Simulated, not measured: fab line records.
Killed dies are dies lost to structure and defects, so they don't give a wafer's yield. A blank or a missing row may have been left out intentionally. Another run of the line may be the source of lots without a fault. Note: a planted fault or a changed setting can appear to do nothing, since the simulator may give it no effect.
Comparing a struck lot with a sound one || flow n5 finfet || 40 out of 1938 route steps
Sound: these wafers, L563.3, L563.4, L563.6. Struck: wafer L567.5; the same lot's L567.1 was not struck, so it is left out; see the end for the cause.
At each step with rows: each side's tool, then ch and its chambers, then its first start. Under that, the readings that differ: sound wafers || struck wafers || difference of the means || sigmas: that difference in standard deviations of wafers without a fault.
alike: readings whose means differ by less than 2 such deviations, and words and numbers that are the same on both sides. not compared: withheld readings, readings that some wafer has no value for, bounds like >300 that may hide the same value, and numbers for which the record gives no deviation and whose values overlap.
A row with sigmas, a row that says differs or no value, or rows on one side alone: a step with any of these is where the two part. Numbers that don't overlap but have no deviation are shown without sigmas and don't part them. Lack of a reading on every wafer of one side parts them only where that side has two or more wafers.

first, 12 steps without rows for these wafers: N5_HKMG_FIN_DESCUM_53 (chemistry O2, time 7.9 s); N5_HKMG_FIN_ETCH_54 (etches SiARC in CF4, target depth 45.5 nm, time 75.8 s); N5_HKMG_FIN_ETCH_55 (etches SOC in N2/H2, target depth 240 nm, time 300 s); N5_HKMG_FIN_STRIP_56 (strips in N2/H2); N5_HKMG_FIN_STRIP_57 (strips in CF4); N5_HKMG_FIN_ETCH_58 (etches SOC in N2/H2, target depth 215.8 nm, time 741 s); N5_HKMG_FIN_STRIP_93 (strips SOC in N2/H2, time 20 s); N5_HKMG_FIN_WET_ETCH_76 (etches Al2O3 in dNH4OH, stops on La2O3, target depth 2.25 nm, rinse time 30 s); N5_HKMG_FIN_STRIP_60 (strips in N2/H2, time 360 s); N5_HKMG_FIN_WET_ETCH_77 (etches La2O3 in dHCl, stops on HfO2, target depth 2 nm); N5_HKMG_FIN_WET_ETCH_78 (etches Al2O3 in dNH4OH, stops on La2O3, target depth 4.5 nm, rinse time 30 s); N5_HKMG_FIN_ALD_79 (deposits TiN, target thk 1.5 nm, pulse time 1 s, purge time 3 s).
N5_HKMG_FIN_CVD_62: deposits a-Si from Si2H6, target thk 3 nm, time 20.8 s.
  sound on thermal cvd si-02 ch 0,2, day 6 01:20; struck on thermal cvd si-02 ch 1, day 7 03:52
{"reading": "heater power w (W)", "sound": "1555 1651 1596", "struck": 1331, "difference": -270, "sigmas": -2}
{"reading": "model.a-Si_of_HKMG_FIN_CVD_62.thk nm (nm)", "sound": "3 3 3", "struck": 0.8, "difference": -2.2, "sigmas": ""}
then, 25 steps without rows for these wafers: N5_HKMG_FIN_RTA_80 (time 2 s); N5_HKMG_FIN_PRECLEAN_64 (cleans in dHF, time 30 s); N5_HKMG_FIN_WET_ETCH_65 (etches a-Si in TMAH, stops on TiN, time 49 s, target depth 3 nm); N5_HKMG_FIN_WET_ETCH_81 (etches TiN in SC1, stops on HfO2, time 57 s, target depth 6 nm); N5_HKMG_FIN_WET_ETCH_82 (etches La2O3 in dHCl, stops on HfO2, target depth 2 nm, rinse time 30 s); N5_HKMG_FIN_ALD_36 (deposits TiN, target thk 1 nm, pulse time 1 s, purge time 3 s); N5_HKMG_FIN_PWFM_ALD_03 (deposits TiN, target thk 2 nm, pulse time 1 s, purge time 3 s); N5_HKMG_FIN_COAT_29 (time 60 s, resist thk 300 nm); N5_HKMG_FIN_COAT_30 (time 60 s, resist thk 35 nm); N5_HKMG_FIN_COAT_06 (resist thk 90 nm); N5_HKMG_FIN_EBR_08; N5_HKMG_FIN_SOFTBAKE_07 (time 60 s); N5_HKMG_FIN_EXPOSE_09 (exposes mask NWFM); N5_HKMG_FIN_PEB_10 (peb time 60 s); N5_HKMG_FIN_DEVELOP_11 (develop time 30 s); N5_HKMG_FIN_DESCUM_17 (chemistry O2, time 7.9 s); N5_HKMG_FIN_ETCH_31 (etches SiARC in CF4, target depth 45.5 nm, time 75.8 s); N5_HKMG_FIN_ETCH_32 (etches SOC in N2/H2, target depth 240 nm, time 300 s); N5_HKMG_FIN_STRIP_33 (strips in N2/H2); N5_HKMG_FIN_STRIP_34 (strips in CF4); N5_HKMG_FIN_ETCH_35 (etches SOC in N2/H2, target depth 215.8 nm, time 243.4 s); N5_HKMG_FIN_STRIP_92 (strips SOC in N2/H2, time 20 s); N5_HKMG_FIN_WET_ETCH_18 (etches TiN in SC1, time 55 s, target depth 5.2 nm, rinse time 30 s); N5_HKMG_FIN_STRIP_19 (strips in N2/H2, time 360 s); N5_HKMG_FIN_ALD_91 (deposits TiN, target thk 1 nm, pulse time 1 s, purge time 3 s).
-- the record jumps here: 3 days lie between the struck wafers' starts before and after (it left off in module HKMG_FIN and takes up again in module BEOL_M4, whose first step shown is number 1111 of the route) --
N5_BEOL_M4_RC_MEAS_101:
  sound on prober-01 ch 0, day 9 08:28; struck on prober-01 ch 0, day 10 15:46
  alike: DIBL_N, DIBL_P, EOT_N, EOT_P, IOFF_N, IOFF_P, ION_N, ION_P, SS_N, SS_P, VT_N, VT_P
-- here the record skips 4 days between the struck wafers' starts before and after, leaving off in module BEOL_M4 and picking up in module PASSIVATION (first step shown: number 1936 of the route) --
N5_PASSIVATION_PROBE_49:
  sound: prober-02 at day 13 18:10; struck: prober-02 at day 14 18:03
  alike: defect limited yield, killed_at_M0_to_M3, killed_at_M4_up, killed at contacts, killed at front end, killed at other, killed dies, killed open, killed short, sort_bin_4_leakage, sort_bin_5_function, sort_bin_6_memory, sort n pass, sort yield pct

== WHERE THEY PART ==
Within this record, at N5_HKMG_FIN_CVD_62 only. Later steps at which nothing parts them and some readings are alike: N5_BEOL_M4_RC_MEAS_101, N5_PASSIVATION_PROBE_49.

WHY: what the simulator had put in
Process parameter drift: thermal cvd si-02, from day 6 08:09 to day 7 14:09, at N5_HKMG_FIN_CVD_62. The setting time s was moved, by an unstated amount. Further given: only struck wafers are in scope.
